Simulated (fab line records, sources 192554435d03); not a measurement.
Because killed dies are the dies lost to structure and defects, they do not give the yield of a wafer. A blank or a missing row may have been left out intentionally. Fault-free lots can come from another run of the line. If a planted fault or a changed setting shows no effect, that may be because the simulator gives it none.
Split-lot study	flow n5 finfet	39 wafers read across 7 lots, on a route 1938 steps long

ON THE SPLIT
At N5_SPACER0_ALD_07 (deposits SiNx, target thk 2 nm), the setting target thk a was moved away from the recipe's 20 angstrom on 9 of the 39 wafers read, by -50.5% to +40.4%. All remaining wafers had this setting at the recipe value.

The split's own step is where the reading is taken.

THE READING
SiNx_of_SPACER0_ALD_07.thk nm (the simulator's own value, which no gauge read), in nm, at N5_SPACER0_ALD_07 (deposits SiNx, target thk 2 nm). No usual value for it is given in the file.

wafer	tool, chamber at the split	target thk a as run, angstrom	against the recipe	SiNx_of_SPACER0_ALD_07.thk nm, nm	against lot-mates on the recipe
L074.1	ald sin-03, 3,1,1	9.899	-50.5%	1	-1.0
L074.4	ald sin-03, 3,1,1	9.899	-50.5%	1	-1.0
L074.5	ald sin-03, 3,1,1	9.899	-50.5%	1	-1.0
L074.2	ald sin-03, 0,2,0	20	recipe	2	-
L074.3	ald sin-03, 0,2,0	20	recipe	2	-
L074.6	ald sin-03, 0,2,0	20	recipe	2	-
L077.1	ald sin-04, 0,2,1,3,3,2	20	recipe	2	-
L077.2	ald sin-04, 0,2,1,3,3,2	20	recipe	2	-
L077.3	ald sin-04, 0,2,1,3,3,2	20	recipe	2	-
L077.4	ald sin-04, 0,2,1,3,3,2	20	recipe	2	-
L077.5	ald sin-04, 0,2,1,3,3,2	20	recipe	2	-
L077.6	ald sin-04, 0,2,1,3,3,2	20	recipe	2	-
L081.1	ald sin-03, 2,0,3	20	recipe	2	-
L081.4	ald sin-03, 2,0,3	20	recipe	2	-
L081.6	ald sin-03, 2,0,3	20	recipe	2	-
L081.2	ald sin-03, 1,3,2	13.95	-30.2%	1.4	-0.6
L081.3	ald sin-03, 1,3,2	13.95	-30.2%	1.4	-0.6
L081.5	ald sin-03, 1,3,2	13.95	-30.2%	1.4	-0.6
L085.1	ald sin-02, 1,3,0,2,0,3	20	recipe	2	-
L085.2	ald sin-02, 1,3,0,2,0,3	20	recipe	2	-
L085.3	ald sin-02, 1,3,0,2,0,3	20	recipe	2	-
L085.4	ald sin-02, 1,3,0,2,0,3	20	recipe	2	-
L085.5	ald sin-02, 1,3,0,2,0,3	20	recipe	2	-
L085.6	ald sin-02, 1,3,0,2,0,3	20	recipe	2	-
L088.2	ald sin-04, 2,3,2	20	recipe	2	-
L088.3	ald sin-04, 2,3,2	20	recipe	2	-
L088.6	ald sin-04, 2,3,2	20	recipe	2	-
L091.1	ald sin-03, 1,2,3,0,2,1	20	recipe	2	-
L091.2	ald sin-03, 1,2,3,0,2,1	20	recipe	2	-
L091.3	ald sin-03, 1,2,3,0,2,1	20	recipe	2	-
L091.4	ald sin-03, 1,2,3,0,2,1	20	recipe	2	-
L091.5	ald sin-03, 1,2,3,0,2,1	20	recipe	2	-
L091.6	ald sin-03, 1,2,3,0,2,1	20	recipe	2	-
L094.1	ald sin-04, 1,3,1	20	recipe	2	-
L094.3	ald sin-04, 1,3,1	20	recipe	2	-
L094.5	ald sin-04, 1,3,1	20	recipe	2	-
L094.2	ald sin-04, 0,2,0	28.08	+40.4%	2.8	+0.8
L094.4	ald sin-04, 0,2,0	28.08	+40.4%	2.8	+0.8
L094.6	ald sin-04, 0,2,0	28.08	+40.4%	2.8	+0.8
Rows listing several chambers each stand for several wafers; the file does not say which wafer went through which chamber.

FIT RESULTS
A straight line over all 39 wafers: SiNx_of_SPACER0_ALD_07.thk nm changes by +0.0198 nm for each +1% of target thk a; r = +1.00; the points scatter about the line by 0.00026 nm.
The same after taking each lot's own level away (the mean of its wafers on the recipe; 39 wafers): +0.0198 nm for each +1%; r = +1.00; scatter 0.00026 nm.
That fit puts the effect of the largest move of target thk a on the reading at 1 nm.
The lots' own levels span 2.00 to 2.00 nm.
Consequently the slope shifts little with the lot-to-lot level, the two slopes agreeing.
Check: -1 nm against its lot-mates is what the line predicts for one of the wafers moved furthest among these (-50.5%) when that wafer is left out of the fit. Against them it came out at -1 nm.

OTHER SPLITS APPLIED TO THESE WAFERS
These wafers also went through other splits before the reading. Each is held against what the fit with the lots' levels taken away leaves over:
other split on the same wafers	wafers away from the commonest value	r with SiNx_of_SPACER0_ALD_07.thk nm (lot level and that fit taken away)
N5_PMOS_HMC_CHANNEL_EPI_ETCH_38 target depth a	15	+0.27

THE FILE'S OWN FIT
SiNx_of_SPACER0_ALD_07.thk nm changes by +0.0198 nm for each +1% of target thk a, r = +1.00.
